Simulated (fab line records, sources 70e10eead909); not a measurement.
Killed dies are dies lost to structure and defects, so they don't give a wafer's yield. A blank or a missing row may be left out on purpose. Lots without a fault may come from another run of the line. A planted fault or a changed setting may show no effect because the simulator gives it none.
fab line records | flow nand_harc
record lots=24 wafers=72 last_day=34
route steps=1302 shown P_GATE@144 P_CONTACT@235 P_M0@265
lots that met no fault: from a run of the same line without faults
start_h: hours from the record's first day to the start of the lot's first wafer shown | wait_h: hours since the lot's step before | " the same as in the row above | L1.1+2: a row that stands for several wafers | - no value, or no start given | * or withheld: withheld | < > ~ a bound
route shown NAME@n: a module of which the file shows steps, and the number in the route of the first | usual: mean/standard deviation of fault-free wafers | same: alike in all rows | chamber/n: place in a boat | sites: the reading at each site | _std_site: their standard deviation | _edge_site: outer sites' mean less inner sites' | radius_mm: how far each site lies from the wafer's centre | mask NAME#n: copy n | behind: the tool/chamber that last shaped the wafer | hold: why the lot was held/for how many hours/how that ended | device: the transistor (n, p or np) that didn't switch | end of line: the same wafers' tests at the end of the route | a step without rows: its recipe alone | killed: dies lost to structure and defects at the first sort, not the wafer's yield | map: a wafer's dies, x killed, . not, _ none there
set.NAME: the setting as run; set.NAME@STEP: as run at that earlier step | model.NAME: the simulator's own value behind a step, which no gauge read
steps of the route over a sample of lots; a table a step, a row a wafer
services: from which hour (start_h, from the record's first day; less than 0 if before it) a tool's chamber was out of use, for how many hours, and why
## steps
# step NHARC_P_GATE_DESCUM_31
# recipe time_s=3 o2_flow_sccm=200 ar_flow_sccm=0 bias_power_w=0 chemistry=O2
# usual drypump_motor_current_A=5.8/0.52 oes_product_au=0.999/0.011 rf_vpp_V=58.0/0.85 showerhead_plenum_p_Torr=1.94/0.079 throttle_valve_pct=11.312/0.0088
# columns lot.wafer tool chamber start_h wait_h drypump_motor_current_A oes_product_au rf_hours_counter_h rf_vpp_V showerhead_plenum_p_Torr throttle_valve_pct
L074.3 rie_diel-05 3 107.51 0.1 6.2 1.000 2.4 58.5 1.83 11.306
L074.4 " 2 " " 5.5 0.979 - 58.2 2.03 11.310
L074.5 " 0 " " 5.8 1.010 - 59.1 1.96 11.320
L075.2 rie_diel-05 3 111.77 0.1 6.2 1.006 2.4 58.3 1.83 11.328
L075.3 " 0 " " 5.8 0.992 2.5 59.9 1.96 11.306
L075.5 " 3 " " 6.2 0.999 - 56.5 1.83 11.310
L076.1 rie_diel-05 2 112.38 0.1 5.5 0.968 2.6 58.3 2.03 11.317
L076.2 " 0 " " 5.8 0.997 2.6 59.8 1.96 11.318
L076.5 " 2 " " 5.5 0.977 - 57.7 2.03 11.311
L077.2 rie_diel-12 3 126.88 0.1 5.7 1.025 1.8 58.4 2.03 11.314
L077.4 " 1 " " 5.0 0.994 1.9 58.4 1.95 11.304
L077.6 " 0 " " 6.4 1.009 - 57.9 2.03 11.317
L078.4 rie_diel-12 0 136.93 0.1 6.4 0.995 3.0 58.6 2.03 11.305
L078.1 " 1 " " 5.0 0.989 2.8 57.1 1.95 11.313
L078.2 " 2 " " 5.4 0.995 2.3 56.4 1.83 11.318
L079.2 rie_diel-12 3 152.16 0.1 5.7 1.007 2.6 59.3 2.03 11.319
L079.6 " 0 " " 6.4 0.988 - 59.1 2.03 11.309
L079.5 " 1 " " 4.9 0.990 - 58.2 1.95 11.321
L080.1 rie_diel-12 1 153.83 0.1 5.0 0.998 3.2 58.7 1.95 11.299
L080.4 " 3 " " 5.7 1.016 2.7 59.2 2.03 11.320
L080.2 " 0 " " 6.4 1.015 3.3 58.9 2.03 11.305
L081.1 rie_diel-07 1 173.10 0.1 4.9 0.982 2.1 57.4 2.03 11.317
L081.4 " 2 " " 6.2 1.018 2.1 57.6 1.90 11.318
L081.2 " 0 " " 6.3 1.014 2.6 57.4 1.86 11.321
L082.1 rie_diel-12 0 183.24 0.1 6.4 0.991 5.9 58.0 2.03 11.305
L082.6 " 1 " " 5.0 0.989 - 58.9 1.95 11.317
L082.5 " 2 " " 5.4 1.013 - 58.3 1.83 11.320
L084.1 rie_diel-05 3 188.71 0.1 6.1 1.012 7.0 57.7 1.83 11.300
L084.3 " 0 " " 5.8 1.005 6.4 57.8 1.96 11.308
L084.5 " 2 " " 5.5 0.998 - 57.8 2.03 11.297
L083.4 rie_diel-07 3 188.85 0.1 6.6 0.990 2.6 56.7 1.88 11.303
L083.1 " 0 " " 6.4 1.008 3.8 57.8 1.86 11.317
L083.3 " 2 " " 6.2 1.027 3.0 58.5 1.90 11.306
L085.3 rie_diel-07 0 205.02 0.1 6.3 1.004 5.5 57.7 1.86 11.299
L085.4 " 0 " " 6.3 1.000 - 57.4 1.86 11.317
L085.5 " 2 " " 6.2 1.024 - 59.4 1.90 11.298
L086.1 rie_diel-07 3 214.27 0.1 6.6 0.993 4.3 58.2 1.88 11.296
L086.6 " 3 " " 6.6 0.983 - 57.2 1.88 11.292
L086.5 " 0 " " 6.3 0.994 - 57.8 1.86 11.314
L087.1 rie_diel-12 2 241.08 0.1 5.4 1.003 6.4 56.5 1.83 11.316
L087.4 " 1 " " 5.0 0.990 7.3 59.0 1.95 11.307
L087.6 " 2 " " 5.4 1.001 - 57.2 1.83 11.326
L088.4 rie_diel-05 0 241.28 0.1 5.8 0.994 0 58.4 1.96 11.303
L088.1 " 1 " " 5.3 0.998 0 58.5 2.02 11.313
L088.6 " 3 " " 6.1 0.990 - 56.4 1.83 11.309
L089.3 rie_diel-07 0 241.52 0.1 6.3 1.009 7.3 57.7 1.86 11.303
L089.2 " 3 " " 6.6 0.994 5.6 57.1 1.88 11.315
L089.6 " 2 " " 6.3 1.011 - 56.9 1.90 11.310
L090.3 rie_diel-12 0 256.49 0.1 6.4 1.003 8.8 56.7 2.03 11.312
L090.1 " 1 " " 4.9 0.978 7.6 57.7 1.95 11.307
L090.6 " 3 " " 5.7 1.010 - 59.4 2.03 11.309
L091.2 rie_diel-07 2 264.38 0.1 6.3 1.019 7.4 57.6 1.90 11.307
L091.1 " 0 " " 6.3 1.003 9.5 59.0 1.86 11.308
L091.3 " 1 " " 4.9 0.997 7.4 58.6 2.03 11.311
L092.4 rie_diel-07 1 276.64 0.1 4.9 0.975 8.2 58.8 2.03 11.327
L092.3 " 2 " " 6.2 1.007 8.4 56.9 1.90 11.314
L092.6 " 1 " " 4.9 0.983 - 56.5 2.03 11.305
L093.4 rie_diel-05 1 282.85 0.1 5.3 0.998 4.1 58.0 2.02 11.306
L093.2 " 3 " " 6.2 1.003 2.8 58.2 1.83 11.304
L093.5 " 2 " " 5.5 0.991 - 57.8 2.03 11.320
L094.3 rie_diel-05 3 295.17 0.1 6.2 0.996 3.0 56.8 1.83 11.322
L094.4 " 0 " " 5.8 0.991 3.2 58.5 1.96 11.323
L094.1 " 2 " " 5.5 1.004 4.1 57.1 2.03 11.303
L095.3 rie_diel-12 3 310.01 0.1 5.7 1.012 1.8 57.8 2.03 11.296
L095.4 " 0 " " 6.4 0.994 1.3 58.3 2.03 11.309
L095.6 " 2 " " 5.4 1.004 - 57.3 1.83 11.304
L096.3 rie_diel-05 2 315.38 0.1 5.5 0.991 5.5 59.0 2.03 11.319
L096.1 " 3 " " 6.2 1.000 5.1 57.0 1.83 11.321
L096.6 " 1 " " 5.3 0.989 - 57.8 2.02 11.309
L097.2 rie_diel-05 1 323.47 0.1 5.3 1.010 7.5 57.6 2.02 11.304
L097.1 " 2 " " 5.5 1.002 6.3 57.2 2.03 11.305
L097.5 " 1 " " 5.3 1.022 - 58.4 2.02 11.303
# step NHARC_P_GATE_DESCUM_48
# recipe time_s=3 o2_flow_sccm=200 ar_flow_sccm=0 bias_power_w=0 chemistry=O2
# usual drypump_motor_current_A=5.7/0.53 oes_product_au=1.001/0.011 rf_vpp_V=57.9/0.86 showerhead_plenum_p_Torr=1.95/0.081 throttle_valve_pct=11.311/0.0089
# columns lot.wafer tool chamber start_h wait_h drypump_motor_current_A oes_product_au rf_hours_counter_h rf_vpp_V showerhead_plenum_p_Torr throttle_valve_pct
L074.4 rie_diel-12 3 119.41 - 5.7 1.007 1.2 57.7 2.03 11.312
L074.3 " 1 " " 4.9 0.989 0.9 57.0 1.95 11.290
L074.5 " 0 " " 6.4 1.004 - 57.5 2.03 11.321
L075.2 rie_diel-05 2 123.59 - 5.5 0.974 3.1 58.4 2.03 11.310
L075.3 " 0 " " 5.8 1.002 3.7 58.9 1.96 11.322
L075.5 " 1 " " 5.3 0.988 - 57.7 2.02 11.308
L076.2 rie_diel-12 2 124.42 - 5.3 1.001 1.4 58.0 1.83 11.318
L076.1 " 0 " " 6.3 0.999 2.3 59.8 2.03 11.310
L076.5 " 1 " " 5.0 0.984 - 57.2 1.95 11.316
L077.4 rie_diel-05 3 139.00 - 6.2 1.011 3.5 57.0 1.83 11.304
L077.2 " 1 " " 5.3 1.006 1.9 59.2 2.02 11.315
L077.6 " 3 " " 6.1 1.015 - 57.8 1.83 11.309
L078.2 rie_diel-12 3 148.88 - 5.7 1.009 2.6 58.1 2.03 11.323
L078.4 " 0 " " 6.4 0.988 3.3 59.3 2.03 11.320
L078.1 " 1 " " 5.0 1.004 3.1 57.4 1.95 11.315
L079.2 rie_diel-05 1 164.04 - 5.3 0.986 2.8 58.1 2.02 11.314
L079.5 " 2 " " 5.5 0.987 - 58.6 2.03 11.303
L079.6 " 3 " " 6.2 1.007 - 57.8 1.83 11.327
L080.2 rie_diel-05 3 165.81 - 6.2 1.004 4.1 57.6 1.83 11.305
L080.4 " 0 " " 5.8 1.014 4.6 57.4 1.96 11.313
L080.1 " 1 " " 5.3 0.986 2.9 58.7 2.02 11.311
L081.4 rie_diel-07 0 187.26 - 6.4 1.005 3.7 56.7 1.86 11.298
L081.1 " 1 " " 4.9 0.984 3.4 57.5 2.03 11.303
L081.2 " 2 " " 6.2 1.013 2.9 58.0 1.90 11.324
L082.1 rie_diel-07 2 195.29 - 6.3 1.020 3.4 55.7 1.90 11.303
L082.6 " 0 " " 6.4 0.999 - 57.0 1.86 11.297
L082.5 " 1 " " 4.9 0.980 - 58.6 2.03 11.301
L084.3 rie_diel-12 2 200.65 - 5.4 1.006 5.0 57.1 1.83 11.304
L084.1 " 3 " " 5.7 1.005 5.3 58.5 2.03 11.314
L084.5 " 0 " " 6.4 1.004 - 58.3 2.03 11.303
L083.4 rie_diel-12 1 200.87 - 5.0 0.991 5.8 58.1 1.95 11.323
L083.1 " 2 " " 5.4 1.003 5.0 57.7 1.83 11.317
L083.3 " 3 " " 5.7 1.015 5.3 56.3 2.03 11.298
L085.3 rie_diel-05 1 217.06 - 5.3 0.997 5.9 58.9 2.02 11.313
L085.4 " 2 " " 5.5 0.987 9.5 57.4 2.03 11.313
L085.5 " 0 " " 5.8 1.019 - 59.1 1.96 11.325
L086.1 rie_diel-12 3 226.22 - 5.7 1.005 6.9 58.4 2.03 11.299
L086.5 " 1 " " 5.0 0.991 - 58.3 1.95 11.308
L086.6 " 2 " " 5.4 1.012 - 55.9 1.83 11.300
L088.1 rie_diel-07 1 253.22 - 4.9 0.989 5.5 57.9 2.03 11.313
L088.4 " 3 " " 6.6 0.996 5.9 57.9 1.88 11.298
L088.6 " 1 " " 4.9 0.998 - 58.5 2.03 11.312
L089.3 rie_diel-12 2 253.54 - 5.4 1.001 6.6 56.3 1.83 11.305
L089.2 " 1 " " 4.9 0.995 7.6 58.7 1.95 11.315
L089.6 " 0 " " 6.4 0.997 - 58.0 2.03 11.328
L087.4 rie_diel-05 3 255.11 - 6.1 1.000 0.9 58.4 1.83 11.309
L087.1 " 1 " " 5.3 1.009 0.9 58.4 2.02 11.303
L087.6 " 3 " " 6.2 0.997 - 57.0 1.83 11.314
L090.1 rie_diel-12 0 268.38 - 6.4 1.009 9.1 58.6 2.03 11.320
L090.3 " 1 " " 5.0 0.981 7.9 57.3 1.95 11.318
L090.6 " 3 " " 5.7 1.001 - 57.4 2.03 11.302
L091.3 rie_diel-07 3 276.21 - 6.6 0.988 8.5 58.4 1.88 11.316
L091.1 " 1 " " 4.9 0.977 8.1 58.6 2.03 11.308
L091.2 " 2 " " 6.2 1.011 8.3 58.1 1.90 11.302
L092.3 rie_diel-12 2 288.72 - 5.4 1.012 0.3 56.5 1.83 11.297
L092.4 " 3 " " 5.7 1.014 0.3 58.1 2.03 11.310
L092.6 " 0 " " 6.4 0.984 - 58.0 2.03 11.322
L093.4 rie_diel-12 2 294.65 - 5.4 1.006 0.3 59.0 1.83 11.329
L093.2 " 1 " " 5.0 0.999 0.5 57.9 1.95 11.319
L093.5 " 2 " " 5.4 1.005 - 56.1 1.83 11.325
L094.3 rie_diel-07 1 307.16 - 4.9 0.991 0 57.0 2.03 11.308
L094.4 " 2 " " 6.3 1.015 0 57.2 1.90 11.297
L094.1 " 3 " " 6.6 0.990 0 56.6 1.88 11.297
L095.4 rie_diel-05 3 321.78 - 6.2 0.998 5.7 57.7 1.83 11.298
L095.3 " 1 " " 5.4 1.008 7.5 58.6 2.02 11.320
L095.6 " 3 " " 6.2 0.998 - 57.0 1.83 11.318
L096.1 rie_diel-05 1 327.34 - 5.3 1.005 7.6 57.5 2.02 11.312
L096.3 " 2 " " 5.5 1.002 6.3 59.1 2.03 11.306
L096.6 " 1 " " 5.3 0.998 - 57.3 2.02 11.301
L097.2 rie_diel-12 3 335.48 - 5.7 1.035 3.2 58.8 2.03 11.305
L097.1 " 1 " " 5.0 1.012 3.2 57.6 1.95 11.302
L097.5 " 0 " " 6.4 1.003 - 56.8 2.03 11.310
# step NHARC_P_CONTACT_DESCUM_17
# recipe time_s=3 o2_flow_sccm=200 ar_flow_sccm=0 bias_power_w=0 chemistry=O2
# usual drypump_motor_current_A=5.7/0.48 oes_product_au=1.001/0.01 rf_vpp_V=58.0/0.93 showerhead_plenum_p_Torr=1.95/0.079 throttle_valve_pct=11.312/0.0095
# columns lot.wafer tool chamber start_h wait_h drypump_motor_current_A oes_product_au rf_hours_counter_h rf_vpp_V showerhead_plenum_p_Torr throttle_valve_pct
L074.4 rie_diel-13 2 131.10 0.1 4.9 0.992 5.7 57.8 2.04 11.326
L074.3 " 0 " " 6.3 1.004 6.1 57.7 2.02 11.324
L074.5 " 3 " " 5.7 1.014 - 59.1 1.78 11.306
L075.2 rie_diel-09 1 131.77 0.1 6.3 1.008 3.8 57.8 1.93 11.300
L075.3 " 3 " " 6.1 1.005 4.0 57.9 1.96 11.323
L075.5 " 0 " " 6.1 0.999 - 59.3 2.06 11.309
L076.1 rie_diel-09 3 132.67 0.1 6.1 1.012 4.3 59.3 1.96 11.324
L076.2 " 0 " " 6.1 0.993 4.6 59.1 2.06 11.296
L076.5 " 1 " " 6.2 0.998 - 57.0 1.93 11.293
L077.2 rie_diel-13 2 147.06 0.1 5.0 1.001 6.1 59.6 2.04 11.303
L077.4 " 0 " " 6.3 1.010 6.6 56.6 2.02 11.320
L077.6 " 1 " " 5.0 1.005 - 57.2 1.95 11.321
L078.2 rie_diel-02 3 157.33 0.1 5.8 1.007 2.2 57.9 1.89 11.303
L078.4 " 0 " " 5.5 0.999 2.1 59.7 1.94 11.312
L078.1 " 1 " " 5.3 1.012 2.2 57.1 2.05 11.312
L079.2 rie_diel-02 2 172.05 0.1 5.6 1.016 2.7 58.3 2.00 11.313
L079.5 " 3 " " 5.8 1.017 - 58.1 1.89 11.314
L079.6 " 0 " " 5.5 1.000 - 57.0 1.94 11.315
L080.2 rie_diel-02 3 174.56 0.1 5.8 1.007 3.0 59.1 1.89 11.317
L080.4 " 0 " " 5.5 0.989 3.0 57.8 1.94 11.317
L080.1 " 1 " " 5.3 0.994 3.1 57.7 2.05 11.319
L081.4 rie_diel-13 0 195.42 0.1 6.3 0.996 1.0 57.0 2.02 11.335
L081.1 " 1 " " 4.9 1.017 1.4 57.8 1.95 11.319
L081.2 " 2 " " 5.0 1.011 1.4 57.6 2.04 11.298
L082.1 rie_diel-09 3 203.79 0.1 6.1 1.005 0.8 58.9 1.96 11.300
L082.5 " 0 " " 6.1 0.989 - 57.7 2.06 11.304
L082.6 " 1 " " 6.2 0.980 - 57.4 1.93 11.313
L084.3 rie_diel-02 1 208.83 0.1 5.3 1.011 3.9 57.4 2.05 11.313
L084.1 " 2 " " 5.6 1.013 4.1 57.0 2.00 11.314
L084.5 " 2 " " 5.6 1.013 - 58.1 2.00 11.320
L083.4 rie_diel-09 3 209.07 0.1 6.1 1.009 1.2 58.3 1.96 11.308
L083.1 " 1 " " 6.2 0.994 1.1 58.3 1.93 11.302
L083.3 " 2 " " 5.1 1.015 1.2 56.7 1.85 11.306
L085.3 rie_diel-13 3 225.13 0.1 5.7 1.012 2.5 57.3 1.78 11.300
L085.4 " 1 " " 4.9 1.018 3.2 57.4 1.95 11.317
L085.5 " 2 " " 5.0 0.989 - 57.9 2.04 11.315
L086.1 rie_diel-09 0 234.28 0.1 6.1 1.005 1.6 58.5 2.06 11.307
L086.6 " 1 " " 6.3 0.989 - 58.0 1.93 11.313
L086.5 " 2 " " 5.1 1.002 - 57.2 1.85 11.292
L088.4 rie_diel-09 0 261.29 0.1 6.1 1.011 2.7 58.4 2.06 11.308
L088.1 " 2 " " 5.1 1.008 2.3 58.3 1.85 11.321
L088.6 " 0 " " 6.1 1.010 - 59.7 2.06 11.314
L089.2 rie_diel-02 0 262.33 0.1 5.5 0.978 0.8 58.5 1.94 11.318
L089.3 " 1 " " 5.3 0.999 0.7 59.5 2.05 11.310
L089.6 " 1 " " 5.3 1.003 - 58.8 2.05 11.304
L087.1 rie_diel-09 2 263.65 0.1 5.1 1.009 2.6 58.5 1.85 11.308
L087.4 " 0 " " 6.1 0.999 3.1 58.0 2.06 11.279
L087.6 " 3 " " 6.1 1.011 - 57.3 1.96 11.316
L090.3 rie_diel-09 2 276.64 0.1 5.1 1.008 3.1 58.2 1.85 11.302
L090.1 " 0 " " 6.1 1.004 3.4 58.1 2.06 11.304
L090.6 " 2 " " 5.1 1.011 - 57.8 1.85 11.308
L091.2 rie_diel-09 2 284.46 0.1 5.1 1.003 3.7 58.6 1.85 11.308
L091.1 " 0 " " 6.1 1.002 3.9 58.2 2.06 11.319
L091.3 " 1 " " 6.3 0.989 4.2 59.3 1.93 11.308
L092.3 rie_diel-09 2 296.76 0.1 5.1 1.008 4.1 57.9 1.85 11.297
L092.6 " 1 " " 6.3 0.981 - 59.0 1.93 11.314
L092.4 " 3 " " 6.1 1.003 - 57.4 1.96 11.320
L093.4 rie_diel-09 3 302.73 0.1 6.1 1.014 4.8 58.8 1.96 11.307
L093.2 " 0 " " 6.1 1.011 4.7 58.0 2.06 11.326
L093.5 " 1 " " 6.3 0.997 - 58.0 1.93 11.317
L094.1 rie_diel-09 1 315.36 0.1 6.3 0.982 6.0 58.3 1.93 11.323
L094.3 " 2 " " 5.1 1.000 5.4 58.3 1.85 11.311
L094.4 " 3 " " 6.1 0.993 5.2 58.3 1.96 11.307
L095.4 rie_diel-09 3 329.98 0.1 6.1 0.987 0 58.7 1.96 11.314
L095.3 " 1 " " 6.3 0.996 0 59.5 1.92 11.314
L095.6 " 0 " " 6.1 1.001 - 58.0 2.06 11.331
L096.1 rie_diel-09 3 335.27 0.1 6.1 0.992 0.4 58.4 1.96 11.323
L096.3 " 1 " " 6.3 1.004 0.4 59.1 1.92 11.313
L096.6 " 3 " " 6.1 0.988 - 57.3 1.96 11.324
L097.1 rie_diel-09 1 343.66 0.1 6.2 0.996 0.8 56.3 1.92 11.316
L097.2 " 2 " " 5.1 0.998 0.9 58.2 1.85 11.321
L097.5 " 0 " " 6.1 0.993 - 59.2 2.06 11.290
# step NHARC_P_CONTACT_DEGAS_38
# recipe temp_c=300 time_s=60
# usual heater_power_w=478/50
# columns lot.wafer tool chamber start_h wait_h heater_power_w
L074.3 pvd_sputter-02 - 132.69 - 437
L074.4 " - " " 529
L074.5 " - " " 443
L075.3 pvd_sputter-03 - 133.36 - 459
L075.2 " - " " 503
L075.5 " - " " 417
L076.2 pvd_sputter-02 - 134.24 - 547
L076.1 " - " " 449
L076.5 " - " " 534
L077.4 pvd_sputter-03 - 148.63 - 571
L077.2 " - " " 409
L077.6 " - " " 418
L078.4 pvd_sputter-03 - 158.91 - 480
L078.2 " - " " 506
L078.1 " - " " 411
L079.2 pvd_sputter-02 - 173.68 - 504
L079.5 " - " " 529
L079.6 " - " " 434
L080.2 pvd_sputter-01 - 176.15 - 463
L080.4 " - " " 476
L080.1 " - " " 379
L081.1 pvd_sputter-03 - 196.99 - 489
L081.2 " - " " 483
L081.4 " - " " 412
L082.1 pvd_sputter-01 - 205.37 - 436
L082.6 " - " " 465
L082.5 " - " " 490
L084.1 pvd_sputter-03 - 210.41 - 501
L084.3 " - " " 487
L084.5 " - " " 500
L083.4 pvd_sputter-01 - 210.70 - 456
L083.1 " - " " 440
L083.3 " - " " 376
L085.3 pvd_sputter-03 - 226.70 - 495
L085.4 " - " " 551
L085.5 " - " " 574
L086.1 pvd_sputter-02 - 235.86 - 450
L086.5 " - " " 448
L086.6 " - " " 450
L088.1 pvd_sputter-01 - 262.86 - 457
L088.4 " - " " 495
L088.6 " - " " 465
L089.2 pvd_sputter-03 - 263.92 - 425
L089.3 " - " " 479
L089.6 " - " " 490
L087.4 pvd_sputter-02 - 265.28 - 456
L087.1 " - " " 516
L087.6 " - " " 451
L090.1 pvd_sputter-03 - 278.27 - 570
L090.3 " - " " 491
L090.6 " - " " 489
L091.3 pvd_sputter-03 - 286.05 - 575
L091.1 " - " " 432
L091.2 " - " " 497
L092.3 pvd_sputter-02 - 298.46 - 430
L092.4 " - " " 537
L092.6 " - " " 466
L093.2 pvd_sputter-01 - 304.31 - 419
L093.4 " - " " 404
L093.5 " - " " 508
L094.1 pvd_sputter-01 - 316.95 - 416
L094.4 " - " " 388
L094.3 " - " " 463
L095.3 pvd_sputter-03 - 331.55 - 490
L095.4 " - " " 567
L095.6 " - " " 483
L096.1 pvd_sputter-03 - 336.95 - 419
L096.3 " - " " 497
L096.6 " - " " 576
L097.2 pvd_sputter-01 - 345.24 - 483
L097.1 " - " " 426
L097.5 " - " " 493
# step NHARC_P_CONTACT_ALD_22
# recipe target_thk_a=30 pulse_time_s=1 ald_cycles=150 temp_c=450 material=TiN
# usual heater_power_w=1082/110 precursor_pulse_height_rel=1.001/0.02
# columns lot.wafer tool chamber start_h wait_h heater_power_w precursor_pulse_height_rel since_wet_clean_h
L074.3 ald_metal-01 2 132.93 - 1168 0.968 131
L074.4 " 1 " " 954 1.027 131
L074.5 " 3 " " 1217 0.989 -
L075.3 ald_metal-03 2 133.60 - 1095 0.993 90
L075.2 " 0 " " 1132 1.010 90
L075.5 " 3 " " 1205 1.025 -
L076.1 ald_metal-01 1 134.50 - 921 0.993 133
L076.2 " 2 " " 1161 0.996 133
L076.5 " 0 " " 997 1.007 -
L077.4 ald_metal-03 2 148.89 - 1126 0.996 105
L077.2 " 0 " " 1161 0.996 105
L077.6 " 2 " " 1095 1.012 -
L078.4 ald_metal-03 1 159.16 - 946 0.973 115
L078.2 " 2 " " 1109 0.980 115
L078.1 " 3 " " 1186 1.004 115
L079.2 ald_metal-02 3 174.04 - 1033 1.001 88
L079.5 " 1 " " 1126 0.967 -
L079.6 " 2 " " 1147 1.004 -
L080.1 ald_metal-03 3 176.41 - 1211 0.980 132
L080.4 " 0 " " 1141 1.009 132
L080.2 " 1 " " 922 1.010 132
L081.1 ald_metal-01 1 197.24 - 938 0.977 17
L081.4 " 2 " " 1143 0.983 17
L081.2 " 0 " " 973 0.982 17
L082.1 ald_metal-01 3 205.65 - 1222 0.978 26
L082.6 " 0 " " 980 1.005 -
L082.5 " 1 " " 941 1.010 -
L084.1 ald_metal-02 1 210.69 - 1175 1.005 125
L084.3 " 2 " " 1188 1.002 125
L084.5 " 3 " " 1024 1.024 -
L083.3 ald_metal-03 1 210.94 - 921 1.006 167
L083.4 " 2 " " 1104 1.006 167
L083.1 " 3 " " 1152 0.996 167
L085.3 ald_metal-03 2 226.95 - 1112 1.020 5
L085.4 " 0 " " 1185 0.978 5
L085.5 " 2 " " 1109 0.987 -
L086.1 ald_metal-02 2 236.12 - 1162 0.981 150
L086.6 " 1 " " 1128 1.014 -
L086.5 " 2 " " 1167 0.983 -
L088.4 ald_metal-01 3 263.12 - 1252 1.041 83
L088.1 " 1 " " 938 0.954 83
L088.6 " 0 " " 974 1.002 -
L089.3 ald_metal-02 0 264.16 - 998 1.006 0
L089.2 " 1 " " 1091 1.017 0
L089.6 " 1 " " 1076 0.965 -
L087.1 ald_metal-03 2 265.53 - 1100 0.986 44
L087.4 " 0 " " 1185 1.009 44
L087.6 " 2 " " 1093 1.006 -
L090.1 ald_metal-03 1 278.51 - 876 1.024 57
L090.3 " 3 " " 1172 1.018 57
L090.6 " 2 " " 1076 0.988 -
L091.2 ald_metal-02 2 286.28 - 1129 1.002 22
L091.1 " 0 " " 1011 0.968 22
L091.3 " 1 " " 1073 1.012 22
L092.4 ald_metal-01 3 298.70 - 1259 0.993 119
L092.3 " 0 " " 967 0.999 119
L092.6 " 0 " " 983 0.991 -
L093.2 ald_metal-02 2 304.56 - 1108 0.989 41
L093.4 " 0 " " 1045 0.985 41
L093.5 " 1 " " 1101 0.997 -
L094.4 ald_metal-01 1 317.20 - 952 1.011 137
L094.1 " 2 " " 1222 1.028 137
L094.3 " 3 " " 1253 1.014 137
L095.4 ald_metal-01 2 331.79 - 1192 1.016 152
L095.3 " 3 " " 1256 1.005 152
L095.6 " 2 " " 1152 1.032 -
L096.1 ald_metal-03 2 337.19 - 1104 0.986 115
L096.3 " 0 " " 1190 0.999 115
L096.6 " 3 " " 1187 0.957 -
L097.2 ald_metal-01 2 345.50 - 1193 0.982 166
L097.1 " 3 " " 1223 1.024 166
L097.5 " 2 " " 1170 0.987 -
# step NHARC_P_M0_INSPECT_11
# usual raw_defect_count=4.4/2.5
# columns lot.wafer tool chamber start_h wait_h raw_defect_count
L074.3 defect_inspect-02 - 135.10 0.0 6
L074.4 " - " " 2
L074.5 " - " " 6
L075.2 defect_inspect-02 - 136.04 0.0 4
L075.3 " - " " 2
L075.5 " - " " 5
L076.1 defect_inspect-02 - 136.84 0.0 4
L076.2 " - " " 3
L076.5 " - " " 6
L077.2 defect_inspect-01 - 151.07 0.0 5
L077.4 " - " " 2
L077.6 " - " " 5
L078.1 defect_inspect-02 - 161.43 0.0 10
L078.2 " - " " 4
L078.4 " - " " 4
L079.2 defect_inspect-01 - 176.16 0.0 2
L079.5 " - " " 4
L079.6 " - " " 0
L080.1 defect_inspect-01 - 178.66 0.0 4
L080.2 " - " " 4
L080.4 " - " " 4
L081.1 defect_inspect-02 - 199.53 0.0 7
L081.2 " - " " 8
L081.4 " - " " 5
L082.1 defect_inspect-02 - 207.93 0.0 2
L082.5 " - " " 6
L082.6 " - " " 3
L084.1 defect_inspect-01 - 212.93 0.0 1
L084.3 " - " " 3
L084.5 " - " " 1
L083.1 defect_inspect-02 - 213.22 0.0 9
L083.3 " - " " 5
L083.4 " - " " 12
L085.3 defect_inspect-02 - 229.10 0.0 5
L085.4 " - " " 3
L085.5 " - " " 5
L086.1 defect_inspect-01 - 238.25 0.0 3
L086.5 " - " " 6
L086.6 " - " " 0
L088.1 defect_inspect-01 - 265.40 0.0 8
L088.4 " - " " 8
L088.6 " - " " 10
L089.2 defect_inspect-01 - 266.44 0.0 3
L089.3 " - " " 3
L089.6 " - " " 6
L087.1 defect_inspect-01 - 267.85 0.0 3
L087.4 " - " " 2
L087.6 " - " " 5
L090.1 defect_inspect-02 - 280.78 0.0 5
L090.3 " - " " 3
L090.6 " - " " 4
L091.1 defect_inspect-02 - 288.42 0.0 4
L091.2 " - " " 3
L091.3 " - " " 6
L092.3 defect_inspect-02 - 300.97 0.0 5
L092.4 " - " " 5
L092.6 " - " " 3
L093.2 defect_inspect-02 - 306.74 0.0 3
L093.4 " - " " 0
L093.5 " - " " 3
L094.1 defect_inspect-01 - 319.49 0.0 5
L094.3 " - " " 7
L094.4 " - " " 7
L095.3 defect_inspect-02 - 333.93 0.0 9
L095.4 " - " " 9
L095.6 " - " " 11
L096.1 defect_inspect-01 - 339.47 0.0 6
L096.3 " - " " 2
L096.6 " - " " 4
L097.1 defect_inspect-01 - 347.77 0.0 1
L097.2 " - " " 5
L097.5 " - " " 6
## services
# columns tool chamber start_h hours kind
rie_diel-09 2 88.46 9.9 repair
rie_diel-12 - 91.68 9.0 pm
rie_diel-05 1 95.66 18.7 repair
rie_diel-07 0 115.27 13.6 repair
rie_diel-07 - 117.20 9.0 pm
rie_diel-05 1 129.49 2.8 repair
rie_diel-07 3 130.02 8.9 repair
rie_diel-12 3 137.92 6.4 repair
rie_diel-09 - 143.10 9.0 pm
rie_diel-12 3 180.21 3.2 repair
rie_diel-05 0 180.73 5.1 repair
rie_diel-07 - 184.74 0.2 repair
rie_diel-07 1 195.37 10.8 repair
rie_diel-07 - 219.17 0.3 repair
rie_diel-05 - 229.60 9.0 pm
rie_diel-09 2 248.40 6.9 repair
rie_diel-12 3 248.83 7.0 repair
rie_diel-05 - 266.28 0.5 repair
rie_diel-12 - 268.68 9.0 pm
rie_diel-09 - 273.24 0.6 repair
rie_diel-05 - 281.97 0.5 repair
rie_diel-09 0 295.79 1.7 repair
rie_diel-05 2 306.19 7.9 repair
rie_diel-09 - 320.10 9.0 pm
## key
fault none
